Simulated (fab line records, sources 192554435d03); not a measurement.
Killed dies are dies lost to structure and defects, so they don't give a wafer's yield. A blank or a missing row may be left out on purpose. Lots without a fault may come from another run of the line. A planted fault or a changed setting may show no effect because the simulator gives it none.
fab line records | flow n5_finfet
record lots=24 wafers=72 last_day=17
route steps=1938 shown BEOL_M4@1099 BEOL_M5@1116
lots that met no fault: from a run of the same line without faults
start_h: hours from the record's first day to the start of the lot's first wafer shown | wait_h: hours since the lot's step before | " the same as in the row above | L1.1+2: a row that stands for several wafers | - no value, or no start given | * or withheld: withheld | < > ~ a bound
route shown NAME@n: a module of which the file shows steps, and the number in the route of the first | usual: mean/standard deviation of fault-free wafers | same: alike in all rows | chamber/n: place in a boat | sites: the reading at each site | _std_site: their standard deviation | _edge_site: outer sites' mean less inner sites' | radius_mm: how far each site lies from the wafer's centre | mask NAME#n: copy n | behind: the tool/chamber that last shaped the wafer | hold: why the lot was held/for how many hours/how that ended | device: the transistor (n, p or np) that didn't switch | end of line: the same wafers' tests at the end of the route | a step without rows: its recipe alone | killed: dies lost to structure and defects at the first sort, not the wafer's yield | map: a wafer's dies, x killed, . not, _ none there
set.NAME: the setting as run; set.NAME@STEP: as run at that earlier step | model.NAME: the simulator's own value behind a step, which no gauge read
steps of the route over a sample of lots; a table a step, a row a wafer
services: from which hour (start_h, from the record's first day; less than 0 if before it) a tool's chamber was out of use, for how many hours, and why
## steps
# step N5_BEOL_M4_ANNEAL_95
# recipe temp_c=400 time_s=240 ambient=vacuum
# usual heater_power_w=804/100
# columns lot.wafer tool chamber start_h wait_h heater_power_w
L074.2 pvd_sputter-02 - 174.30 0.0 937
L074.3 " - " " 898
L074.5 " - " " 672
L076.1 pvd_sputter-03 - 177.71 0.0 867
L076.2 " - " " 955
L076.5 " - " " 849
L075.2 pvd_sputter-01 - 182.61 0.0 851
L075.3 " - " " 805
L075.4 " - " " 816
L077.1 pvd_sputter-03 - 188.34 0.0 829
L077.2 " - " " 951
L077.3 " - " " 661
L078.2 pvd_sputter-01 - 191.88 0.0 799
L078.3 " - " " 775
L078.6 " - " " 860
L079.1 pvd_sputter-03 - 200.61 0.0 858
L079.4 " - " " 700
L079.5 " - " " 968
L080.2 pvd_sputter-02 - 204.69 0.0 960
L080.3 " - " " 724
L080.6 " - " " 962
L081.1 pvd_sputter-01 - 218.46 0.0 800
L081.3 " - " " 820
L081.6 " - " " 797
L083.1 pvd_sputter-03 - 220.69 0.0 978
L083.2 " - " " 670
L083.6 " - " " 957
L082.2 pvd_sputter-03 - 226.70 0.0 851
L082.3 " - " " 680
L082.5 " - " " 950
L084.2 pvd_sputter-02 - 229.82 0.0 719
L084.3 " - " " 670
L084.6 " - " " 686
L085.1 pvd_sputter-03 - 245.63 0.0 859
L085.2 " - " " 684
L085.3 " - " " 679
L086.3 pvd_sputter-01 - 249.79 0.0 828
L086.5 " - " " 854
L086.6 " - " " 805
L088.1 pvd_sputter-02 - 250.13 0.0 945
L088.4 " - " " 880
L088.5 " - " " 688
L087.3 pvd_sputter-02 - 253.30 0.0 674
L087.4 " - " " 718
L087.5 " - " " 863
L091.2 pvd_sputter-01 - 255.31 0.0 798
L091.3 " - " " 793
L091.6 " - " " 813
L090.3 pvd_sputter-01 - 258.34 0.0 796
L090.4 " - " " 855
L090.5 " - " " 834
L089.1 pvd_sputter-03 - 263.31 0.0 691
L089.2 " - " " 942
L089.6 " - " " 958
L092.1 pvd_sputter-03 - 280.92 0.0 873
L092.2 " - " " 687
L092.5 " - " " 681
L093.1 pvd_sputter-02 - 282.99 0.0 717
L093.2 " - " " 658
L093.5 " - " " 712
L094.1 pvd_sputter-02 - 287.43 0.0 686
L094.2 " - " " 883
L094.4 " - " " 938
L095.1 pvd_sputter-02 - 292.16 0.0 711
L095.3 " - " " 949
L095.6 " - " " 876
L097.1 pvd_sputter-01 - 308.62 0.0 810
L097.4 " - " " 799
L097.6 " - " " 817
L096.2 pvd_sputter-03 - 308.73 0.0 699
L096.5 " - " " 981
L096.6 " - " " 672
# step N5_BEOL_M4_SPUTTER_96
# recipe material=Cu target_thk_a=45 temp_c=-20 chamber_pressure_pa=0.07 power_w=withheld time_s=8.29
# usual throttle_valve_pct=30.1/0.64
# columns lot.wafer tool chamber start_h wait_h throttle_valve_pct
L074.2 pvd_sputter-02 - 174.44 0.1 29.2
L074.3 " - " " 30.3
L074.5 " - " " 30.4
L076.1 pvd_sputter-03 - 177.85 0.1 28.8
L076.2 " - " " 30.7
L076.5 " - " " 28.8
L075.2 pvd_sputter-01 - 182.75 0.1 29.7
L075.3 " - " " 30.6
L075.4 " - " " 30.6
L077.1 pvd_sputter-03 - 188.48 0.1 28.6
L077.2 " - " " 31.0
L077.3 " - " " 29.9
L078.2 pvd_sputter-01 - 192.02 0.1 30.7
L078.3 " - " " 29.4
L078.6 " - " " 29.9
L079.1 pvd_sputter-03 - 200.75 0.1 28.8
L079.4 " - " " 30.9
L079.5 " - " " 30.5
L080.2 pvd_sputter-02 - 204.83 0.1 29.3
L080.3 " - " " 30.9
L080.6 " - " " 29.2
L081.1 pvd_sputter-01 - 218.60 0.1 30.3
L081.3 " - " " 30.4
L081.6 " - " " 30.5
L083.1 pvd_sputter-03 - 220.83 0.1 30.6
L083.2 " - " " 29.5
L083.6 " - " " 30.7
L082.2 pvd_sputter-03 - 226.84 0.1 28.7
L082.3 " - " " 30.0
L082.5 " - " " 30.8
L084.2 pvd_sputter-02 - 229.96 0.1 30.6
L084.3 " - " " 30.1
L084.6 " - " " 30.2
L085.1 pvd_sputter-03 - 245.77 0.1 28.7
L085.2 " - " " 30.7
L085.3 " - " " 29.9
L086.3 pvd_sputter-01 - 249.93 0.1 30.4
L086.5 " - " " 30.0
L086.6 " - " " 30.4
L088.1 pvd_sputter-02 - 250.27 0.1 29.4
L088.4 " - " " 30.2
L088.5 " - " " 30.1
L087.3 pvd_sputter-02 - 253.44 0.1 29.9
L087.4 " - " " 30.7
L087.5 " - " " 30.4
L091.2 pvd_sputter-01 - 255.45 0.1 30.5
L091.3 " - " " 29.6
L091.6 " - " " 30.4
L090.3 pvd_sputter-01 - 258.48 0.1 30.5
L090.4 " - " " 29.8
L090.5 " - " " 29.4
L089.1 pvd_sputter-03 - 263.45 0.1 30.2
L089.2 " - " " 30.6
L089.6 " - " " 30.8
L092.1 pvd_sputter-03 - 281.06 0.1 28.7
L092.2 " - " " 30.8
L092.5 " - " " 30.6
L093.1 pvd_sputter-02 - 283.13 0.1 31.0
L093.2 " - " " 29.9
L093.5 " - " " 30.7
L094.1 pvd_sputter-02 - 287.57 0.1 30.2
L094.2 " - " " 30.2
L094.4 " - " " 29.2
L095.1 pvd_sputter-02 - 292.30 0.1 30.6
L095.3 " - " " 29.1
L095.6 " - " " 30.2
L097.1 pvd_sputter-01 - 308.76 0.1 29.3
L097.4 " - " " 30.5
L097.6 " - " " 30.6
L096.2 pvd_sputter-03 - 308.87 0.1 31.0
L096.5 " - " " 30.5
L096.6 " - " " 30.2
# step N5_BEOL_M5_HM_DEP_02
# recipe material=TiN target_thk_a=200 temp_c=25 chamber_pressure_pa=0.49996
# usual throttle_valve_pct=30.2/0.59
# columns lot.wafer tool chamber start_h wait_h throttle_valve_pct
L074.2 pvd_sputter-03 - 178.49 0.9 28.7
L074.3 " - " " 30.2
L074.5 " - " " 30.1
L076.1 pvd_sputter-03 - 181.48 0.9 28.7
L076.2 " - " " 30.0
L076.5 " - " " 30.6
L075.2 pvd_sputter-03 - 188.56 3.0 30.9
L075.3 " - " " 30.5
L075.4 " - " " 28.8
L077.1 pvd_sputter-01 - 192.38 0.9 29.4
L077.2 " - " " 30.6
L077.3 " - " " 30.7
L078.2 pvd_sputter-01 - 196.30 1.1 30.7
L078.3 " - " " 30.6
L078.6 " - " " 30.2
L079.1 pvd_sputter-02 - 205.11 1.6 30.0
L079.4 " - " " 30.9
L079.5 " - " " 30.3
L080.2 pvd_sputter-01 - 209.64 1.6 29.5
L080.3 " - " " 30.1
L080.6 " - " " 30.3
L081.1 pvd_sputter-03 - 221.53 0.2 30.0
L081.3 " - " " 30.6
L081.6 " - " " 30.2
L083.1 pvd_sputter-03 - 224.26 0.7 28.9
L083.2 " - " " 30.7
L083.6 " - " " 30.8
L082.2 pvd_sputter-01 - 230.37 0.8 29.3
L082.3 " - " " 30.4
L082.5 " - " " 31.0
L084.2 pvd_sputter-01 - 234.22 0.1 30.7
L084.3 " - " " 29.4
L084.6 " - " " 29.3
L085.1 pvd_sputter-01 - 250.29 1.8 30.5
L085.2 " - " " 30.0
L085.3 " - " " 30.3
L086.3 pvd_sputter-02 - 253.82 0.8 29.3
L086.5 " - " " 29.3
L086.6 " - " " 30.2
L088.1 pvd_sputter-02 - 253.92 0.7 30.7
L088.4 " - " " 30.2
L088.5 " - " " 30.7
L087.3 pvd_sputter-01 - 256.18 0.0 29.5
L087.4 " - " " 30.4
L087.5 " - " " 30.6
L091.2 pvd_sputter-01 - 258.76 0.2 30.0
L091.3 " - " " 30.3
L091.6 " - " " 30.6
L090.3 pvd_sputter-02 - 264.42 3.2 30.1
L090.4 " - " " 30.9
L090.5 " - " " 30.3
L089.1 pvd_sputter-01 - 267.38 1.2 29.4
L089.2 " - " " 30.1
L089.6 " - " " 30.3
L092.1 pvd_sputter-01 - 284.49 0.7 29.9
L092.2 " - " " 30.5
L092.5 " - " " 30.7
L093.1 pvd_sputter-03 - 287.51 1.5 30.9
L093.2 " - " " 28.9
L093.5 " - " " 30.5
L094.1 pvd_sputter-01 - 292.74 1.9 30.8
L094.2 " - " " 30.8
L094.4 " - " " 30.0
L095.1 pvd_sputter-03 - 296.27 1.2 30.3
L095.3 " - " " 28.5
L095.6 " - " " 30.6
L097.1 pvd_sputter-01 - 312.36 0.6 30.8
L097.4 " - " " 29.8
L097.6 " - " " 30.6
L096.2 pvd_sputter-02 - 312.47 0.2 30.3
L096.5 " - " " 30.3
L096.6 " - " " 30.0
# step N5_BEOL_M5_ETCH_41
# recipe chemistry=CH3F/O2 target=SiCN target_depth_a=315 taper_deg=2 time_s=56.7 ion_energy_ev=120 mask_material=TiN pressure_mtorr=30 source_w=395 bias_w=75 Ar_flow_sccm=150 CH3F_flow_sccm=30 O2_flow_sccm=20
# usual CH3F_flow_sccm=29.99/0.096 chamber_pressure_mTorr=29.999/0.025 drypump_motor_current_A=5.8/0.42 oes_product_au=0.81/0.062 rf_vpp_V=297.6/1.6 showerhead_plenum_p_Torr=2.02/0.067 throttle_valve_pct=16.27/0.17
# columns lot.wafer tool chamber start_h wait_h CH3F_flow_sccm chamber_pressure_mTorr drypump_motor_current_A oes_product_au rf_hours_counter_h rf_vpp_V showerhead_plenum_p_Torr throttle_valve_pct
L074.2 rie_diel-01 1 - - 29.84 29.978 6.3 0.84 60 296.6 1.95 16.03
L074.3 " 3 " " 29.95 30.018 6.0 0.77 148 297.1 2.02 16.30
L074.5 " 1 " " 29.82 29.991 6.3 0.84 - 295.1 1.95 16.03
L076.1 rie_diel-05 1 - - 30.07 29.993 6.2 0.79 110 295.7 1.95 16.43
L076.2 " 2 " " 30.08 30.004 5.3 0.80 110 297.1 2.01 16.46
L076.5 " 0 " " 29.96 30.009 5.9 0.93 - 298.3 2.04 16.14
L075.2 rie_diel-05 0 - - 29.98 29.989 5.9 0.93 12 297.5 2.04 16.16
L075.3 " 1 " " 29.98 29.991 6.1 0.79 112 296.9 1.94 16.45
L075.4 " 3 " " 30.05 29.970 6.2 0.71 226 296.7 2.04 16.34
L077.1 rie_diel-01 3 - - 29.95 29.970 6.0 0.77 154 298.1 2.02 16.30
L077.2 " 2 " " 30.10 30.020 5.1 0.80 108 297.1 1.95 16.43
L077.3 " 1 " " 30.06 30.025 6.3 0.84 65 296.8 1.95 16.05
L078.2 rie_diel-01 3 - - 29.83 29.998 6.0 0.77 155 298.0 2.02 16.33
L078.3 " 2 " " 29.88 29.992 5.2 0.79 109 295.7 1.95 16.43
L078.6 " 3 " " 29.94 29.991 6.0 0.77 - 297.8 2.02 16.30
L079.1 rie_diel-01 2 - - 30.04 29.980 5.1 0.80 114 296.4 1.94 16.44
L079.4 " 3 " " 30.05 30.007 6.0 0.77 - 297.7 2.01 16.31
L079.5 " 2 " " 29.90 30.048 5.1 0.80 - 296.7 1.94 16.44
L080.2 rie_diel-04 3 - - 30.09 30.009 5.7 0.94 8 299.7 2.13 16.04
L080.3 " 1 " " 30.16 29.999 5.8 0.84 60 300.3 2.11 16.28
L080.6 " 1 " " 30.08 30.007 5.8 0.85 - 299.5 2.11 16.30
L081.1 rie_diel-04 0 - - 29.88 29.994 5.1 0.74 170 297.1 2.00 16.30
L081.3 " 2 " " 29.90 30.016 5.6 0.88 26 297.1 2.13 16.00
L081.6 " 2 " " 30.03 29.967 5.6 0.90 - 299.2 2.13 15.96
L083.1 rie_diel-01 3 - - 29.91 29.987 6.0 0.76 166 296.4 2.01 16.35
L083.2 " 1 " " 30.09 29.991 6.3 0.82 78 297.1 1.95 16.08
L083.6 " 1 " " 30.04 29.958 6.3 0.81 - 296.4 1.95 16.07
L082.2 rie_diel-04 3 - - 30.17 30.015 5.8 0.91 14 300.4 2.13 16.06
L082.3 " 0 " " 29.94 30.015 5.1 0.74 172 295.4 2.00 16.31
L082.5 " 0 " " 30.13 29.990 5.1 0.75 - 295.5 2.00 16.33
L084.2 rie_diel-01 1 - - 29.98 30.033 6.3 0.80 83 296.4 1.95 16.07
L084.3 " 3 " " 29.89 30.003 6.0 0.75 171 296.2 2.01 16.33
L084.6 " 1 " " 30.07 30.000 6.3 0.80 - 296.2 1.95 16.07
L085.1 rie_diel-01 2 - - 29.92 30.011 5.1 0.78 131 295.7 1.94 16.47
L085.2 " 1 " " 29.89 29.981 6.3 0.81 89 294.7 1.94 16.09
L085.3 " 3 " " 30.04 29.981 6.0 0.75 177 296.4 2.01 16.35
L086.3 rie_diel-05 0 - - 30.15 29.994 6.0 0.88 32 297.7 2.04 16.19
L086.5 " 2 " " 30.06 29.939 5.3 0.76 - 297.3 2.00 16.50
L086.6 " 1 " " 30.04 30.036 6.1 0.77 - 295.6 1.94 16.48
L088.1 rie_diel-01 3 - - 29.97 30.026 6.0 0.75 178 297.1 2.01 16.36
L088.4 " 0 " " 29.80 29.991 6.1 0.72 206 298.0 2.06 16.29
L088.5 " 1 " " 30.18 29.982 6.3 0.80 - 295.8 1.94 16.10
L087.3 rie_diel-01 0 - - 30.20 29.980 6.1 0.72 207 297.2 2.06 16.29
L087.4 " 3 " " 30.00 30.015 6.0 0.75 179 296.8 2.01 16.36
L087.5 " 3 " " 30.02 30.010 6.0 0.75 - 296.8 2.01 16.34
L091.2 rie_diel-01 1 - - 30.14 29.935 6.3 0.80 93 296.6 1.94 16.09
L091.3 " 2 " " 29.90 29.987 5.1 0.79 135 294.8 1.94 16.47
L091.6 " 0 " " 29.98 29.988 6.0 0.72 - 299.5 2.06 16.31
L090.3 rie_diel-04 0 - - 30.04 30.046 5.1 0.74 184 296.6 1.99 16.33
L090.4 " 1 " " 29.85 29.937 5.8 0.82 - 299.7 2.10 16.31
L090.5 " 3 " " 30.10 29.985 5.7 0.89 - 300.7 2.12 16.08
L089.1 rie_diel-04 0 - - 30.09 30.015 5.1 0.74 185 297.4 1.99 16.33
L089.2 " 1 " " 30.00 29.980 5.8 0.82 79 299.5 2.10 16.31
L089.6 " 1 " " 30.02 30.014 5.8 0.82 - 299.8 2.10 16.31
L092.1 rie_diel-05 0 - - 29.91 30.005 5.9 0.85 42 299.0 2.03 16.21
L092.2 " 1 " " 29.93 29.964 6.1 0.76 141 295.0 1.94 16.49
L092.5 " 0 " " 29.88 29.976 5.9 0.86 - 297.3 2.03 16.25
L093.1 rie_diel-04 1 - - 29.92 29.978 5.9 0.81 85 298.4 2.10 16.33
L093.2 " 3 " " 30.10 29.983 5.7 0.87 34 299.0 2.12 16.12
L093.5 " 0 " " 29.83 29.988 5.1 0.74 - 297.4 1.99 16.34
L094.1 rie_diel-04 3 - - 30.00 30.025 5.7 0.88 35 299.5 2.12 16.10
L094.2 " 1 " " 29.88 29.995 5.8 0.80 86 300.3 2.10 16.34
L094.4 " 2 " " 30.07 30.043 5.6 0.87 41 298.6 2.12 16.02
L095.1 rie_diel-04 0 - - 29.83 29.974 5.1 0.73 193 298.0 1.99 16.34
L095.3 " 1 " " 29.98 29.971 5.8 0.81 87 300.2 2.10 16.34
L095.6 " 0 " " 29.97 30.004 5.1 0.72 - 295.8 1.99 16.36
L097.1 rie_diel-05 2 - - 30.08 30.010 5.3 0.76 151 299.2 1.99 16.54
L097.4 " 1 " " 29.93 29.997 6.1 0.75 153 296.4 1.93 16.51
L097.6 " 3 " " 30.05 29.990 6.2 0.98 - 297.7 2.04 15.89
L096.2 rie_diel-05 1 - - 30.03 29.973 6.1 0.76 153 296.3 1.93 16.51
L096.5 " 1 " " 30.15 30.022 6.1 0.75 - 296.6 1.93 16.54
L096.6 " 0 " " 30.01 30.017 5.9 0.85 - 297.5 2.03 16.25
# step N5_BEOL_M5_STRIP_91
# recipe chemistry=N2/H2 time_s=10 power_w=450 temp_c=40 pressure_mtorr=20 rf_frequency_hz=6e+07 bias_power_w=7 n2_flow_sccm=200 h2_flow_sccm=200
# usual chamber_pressure_mTorr=20.001/0.018 drypump_motor_current_A=5.8/0.42 oes_product_au=0.81/0.064 rf_vpp_V=59.3/0.85 showerhead_plenum_p_Torr=2.55/0.091 throttle_valve_pct=23.55/0.25
# columns lot.wafer tool chamber start_h wait_h chamber_pressure_mTorr drypump_motor_current_A oes_product_au rf_hours_counter_h rf_vpp_V showerhead_plenum_p_Torr throttle_valve_pct
L074.2 rie_diel-01 1 - - 20.002 6.3 0.84 60 57.8 2.48 23.62
L074.3 " 3 " " 19.979 6.0 0.78 148 58.4 2.53 23.20
L074.5 " 1 " " 20.013 6.3 0.85 - 59.5 2.48 23.61
L076.1 rie_diel-05 1 - - 19.998 6.1 0.79 110 59.8 2.45 23.60
L076.2 " 2 " " 19.994 5.3 0.80 110 58.8 2.58 23.92
L076.5 " 0 " " 20.015 5.9 0.96 - 59.9 2.60 23.81
L075.2 rie_diel-05 0 - - 19.996 5.9 0.95 12 58.3 2.60 23.81
L075.3 " 1 " " 20.009 6.2 0.78 112 59.0 2.44 23.59
L075.4 " 3 " " 19.999 6.2 0.71 226 59.2 2.61 23.67
L077.1 rie_diel-01 3 - - 20.029 6.0 0.78 154 59.1 2.53 23.22
L077.2 " 2 " " 19.996 5.2 0.80 108 60.3 2.45 23.74
L077.3 " 1 " " 20.000 6.3 0.84 65 58.1 2.47 23.62
L078.2 rie_diel-01 3 - - 19.991 6.0 0.78 155 60.1 2.53 23.21
L078.3 " 2 " " 20.003 5.2 0.80 109 58.5 2.45 23.74
L078.6 " 3 " " 20.027 6.0 0.78 - 59.9 2.53 23.22
L079.1 rie_diel-01 2 - - 19.996 5.2 0.79 114 59.9 2.44 23.74
L079.4 " 3 " " 19.991 6.0 0.77 - 58.2 2.53 23.22
L079.5 " 2 " " 20.009 5.2 0.79 - 59.4 2.44 23.74
L080.2 rie_diel-04 3 - - 19.990 5.7 0.94 8 58.4 2.69 23.32
L080.3 " 1 " " 19.976 5.9 0.84 60 60.5 2.69 23.75
L080.6 " 1 " " 19.988 5.9 0.85 - 59.6 2.69 23.75
L081.1 rie_diel-04 0 - - 20.028 5.1 0.74 170 59.7 2.51 23.33
L081.3 " 2 " " 19.958 5.6 0.90 26 60.9 2.69 23.04
L081.6 " 2 " " 20.007 5.6 0.89 - 60.3 2.69 23.04
L083.1 rie_diel-01 3 - - 20.000 6.0 0.76 166 59.9 2.53 23.24
L083.2 " 1 " " 20.030 6.3 0.83 78 57.9 2.47 23.63
L083.6 " 1 " " 20.023 6.3 0.82 - 58.1 2.47 23.65
L082.2 rie_diel-04 3 - - 20.013 5.7 0.92 14 60.0 2.69 23.35
L082.3 " 0 " " 20.002 5.1 0.75 173 59.2 2.51 23.33
L082.5 " 0 " " 20.006 5.1 0.75 - 60.0 2.51 23.33
L084.2 rie_diel-01 1 - - 20.002 6.3 0.82 83 57.0 2.47 23.63
L084.3 " 3 " " 20.012 6.0 0.76 171 59.4 2.52 23.23
L084.6 " 1 " " 20.030 6.4 0.82 - 58.6 2.47 23.64
L085.1 rie_diel-01 2 - - 19.960 5.1 0.77 131 58.5 2.44 23.76
L085.2 " 1 " " 20.010 6.4 0.81 89 60.0 2.46 23.66
L085.3 " 3 " " 19.987 6.0 0.76 177 60.1 2.52 23.23
L086.3 rie_diel-05 0 - - 19.993 5.9 0.91 32 59.8 2.59 23.84
L086.5 " 2 " " 19.991 5.3 0.77 - 58.1 2.57 23.93
L086.6 " 1 " " 20.039 6.2 0.76 - 60.9 2.44 23.63
L088.1 rie_diel-01 3 - - 19.994 6.0 0.75 178 62.0 2.52 23.25
L088.4 " 0 " " 19.990 6.1 0.72 206 58.3 2.62 23.66
L088.5 " 1 " " 19.968 6.3 0.82 - 60.0 2.46 23.65
L087.3 rie_diel-01 0 - - 20.009 6.1 0.71 207 59.1 2.62 23.68
L087.4 " 3 " " 19.998 6.0 0.75 179 58.6 2.52 23.24
L087.5 " 3 " " 20.052 6.0 0.75 - 59.6 2.52 23.26
L091.2 rie_diel-01 1 - - 20.026 6.3 0.81 93 58.5 2.46 23.63
L091.3 " 2 " " 19.968 5.2 0.77 135 58.6 2.44 23.76
L091.6 " 0 " " 20.007 6.0 0.71 - 59.7 2.62 23.68
L090.3 rie_diel-04 0 - - 19.978 5.1 0.75 184 59.3 2.50 23.34
L090.4 " 1 " " 19.988 5.9 0.83 - 59.9 2.68 23.78
L090.5 " 3 " " 19.988 5.7 0.89 - 60.3 2.68 23.36
L089.1 rie_diel-04 0 - - 19.986 5.1 0.74 185 60.7 2.50 23.34
L089.2 " 1 " " 20.006 5.9 0.82 79 59.4 2.68 23.77
L089.6 " 1 " " 20.028 5.9 0.82 - 58.6 2.68 23.76
L092.1 rie_diel-05 0 - - 20.012 5.9 0.89 42 59.6 2.59 23.84
L092.2 " 1 " " 20.019 6.1 0.75 141 59.7 2.43 23.64
L092.5 " 0 " " 20.023 5.9 0.87 - 59.6 2.59 23.84
L093.1 rie_diel-04 1 - - 20.016 5.8 0.83 85 60.4 2.67 23.78
L093.2 " 3 " " 19.978 5.7 0.88 34 58.3 2.68 23.37
L093.5 " 0 " " 19.984 5.1 0.73 - 58.5 2.50 23.35
L094.1 rie_diel-04 3 - - 20.006 5.7 0.87 35 58.5 2.68 23.35
L094.2 " 1 " " 19.994 5.8 0.81 86 58.7 2.68 23.78
L094.4 " 2 " " 20.000 5.6 0.87 41 59.0 2.69 23.08
L095.1 rie_diel-04 0 - - 20.002 5.1 0.73 193 58.6 2.50 23.35
L095.3 " 1 " " 20.008 5.9 0.82 87 58.8 2.67 23.77
L095.6 " 0 " " 20.005 5.1 0.73 - 59.2 2.50 23.36
L097.1 rie_diel-05 2 - - 20.020 5.3 0.75 151 59.3 2.56 23.96
L097.4 " 1 " " 20.004 6.1 0.74 153 60.1 2.43 23.65
L097.6 " 3 " " 19.972 6.2 0.99 - 59.2 2.60 23.34
L096.2 rie_diel-05 1 - - 19.992 6.1 0.74 153 59.5 2.43 23.66
L096.5 " 1 " " 20.003 6.1 0.74 - 58.4 2.43 23.65
L096.6 " 0 " " 19.989 5.9 0.86 - 60.3 2.58 23.86
# step N5_BEOL_M5_CD_MEAS_35
# recipe target_cd_nm=28 target_cd_y_nm=24 polarity=opening
# usual cd_nm=28.1/0.37
# columns lot.wafer tool chamber start_h wait_h cd_nm
L074.2 cd_sem-02 - 180.79 0.0 27.8
L074.3 " - " " 27.7
L074.5 " - " " 27.7
L076.1 cd_sem-01 - 183.43 0.0 28.3
L076.2 " - " " 28.3
L076.5 " - " " 28.0
L075.2 cd_sem-01 - 190.93 0.0 27.6
L075.3 " - " " 27.8
L075.4 " - " " 27.5
L077.1 cd_sem-03 - 196.01 0.0 27.6
L077.2 " - " " 27.7
L077.3 " - " " 27.5
L078.2 cd_sem-02 - 198.48 0.0 28.3
L078.3 " - " " 27.8
L078.6 " - " " 28.2
L079.1 cd_sem-02 - 209.52 0.0 27.9
L079.4 " - " " 27.9
L079.5 " - " " 27.5
L080.2 cd_sem-01 - 212.96 0.0 28.4
L080.3 " - " " 28.5
L080.6 " - " " 28.8
L081.1 cd_sem-03 - 224.15 0.0 28.6
L081.3 " - " " 28.3
L081.6 " - " " 28.2
L083.1 cd_sem-01 - 227.12 0.0 28.5
L083.2 " - " " 28.2
L083.6 " - " " 28.0
L082.2 cd_sem-02 - 233.37 0.0 28.0
L082.3 " - " " 28.2
L082.5 " - " " 28.2
L084.2 cd_sem-01 - 236.46 0.0 27.9
L084.3 " - " " 28.3
L084.6 " - " " 27.7
L085.1 cd_sem-02 - 254.35 0.0 28.6
L085.2 " - " " 28.3
L085.3 " - " " 28.2
L086.3 cd_sem-02 - 257.35 0.0 27.7
L086.5 " - " " 27.5
L086.6 " - " " 28.3
L088.1 cd_sem-01 - 257.68 0.0 28.5
L088.4 " - " " 28.2
L088.5 " - " " 28.1
L087.3 cd_sem-02 - 260.11 0.0 28.1
L087.4 " - " " 28.3
L087.5 " - " " 28.0
L091.2 cd_sem-02 - 264.13 0.0 28.2
L091.3 " - " " 28.2
L091.6 " - " " 28.2
L090.3 cd_sem-01 - 268.29 0.0 28.0
L090.4 " - " " 28.3
L090.5 " - " " 28.4
L089.1 cd_sem-01 - 270.94 0.0 28.0
L089.2 " - " " 28.9
L089.6 " - " " 28.2
L092.1 cd_sem-02 - 286.44 0.0 27.6
L092.2 " - " " 27.4
L092.5 " - " " 28.3
L093.1 cd_sem-02 - 292.54 0.0 28.1
L093.2 " - " " 28.1
L093.5 " - " " 27.9
L094.1 cd_sem-01 - 295.82 0.0 27.9
L094.2 " - " " 28.3
L094.4 " - " " 27.9
L095.1 cd_sem-03 - 298.35 0.0 27.4
L095.3 " - " " 28.3
L095.6 " - " " 27.6
L097.1 cd_sem-03 - 315.60 0.0 28.6
L097.4 " - " " 28.7
L097.6 " - " " 28.3
L096.2 cd_sem-03 - 315.99 0.0 27.5
L096.5 " - " " 27.6
L096.6 " - " " 27.5
## services
# columns tool chamber start_h hours kind
pvd_sputter-01 - 151.43 3.4 repair
rie_diel-01 3 154.67 14.1 repair
rie_diel-04 3 176.15 - clean
rie_diel-04 3 176.15 - consumable_replace:focus_ring
rie_diel-04 3 176.15 - consumable_replace:showerhead
rie_diel-04 0 202.29 6.5 repair
rie_diel-05 2 205.97 1.6 repair
rie_diel-05 - 216.89 0.8 repair
rie_diel-04 2 233.69 4.1 repair
rie_diel-04 2 252.40 19.3 repair
rie_diel-05 3 276.30 - clean
rie_diel-05 3 276.30 - consumable_replace:focus_ring
rie_diel-05 3 276.30 31.9 scheduled_down
rie_diel-05 3 276.30 31.9 vent_cycle
## key
fault none
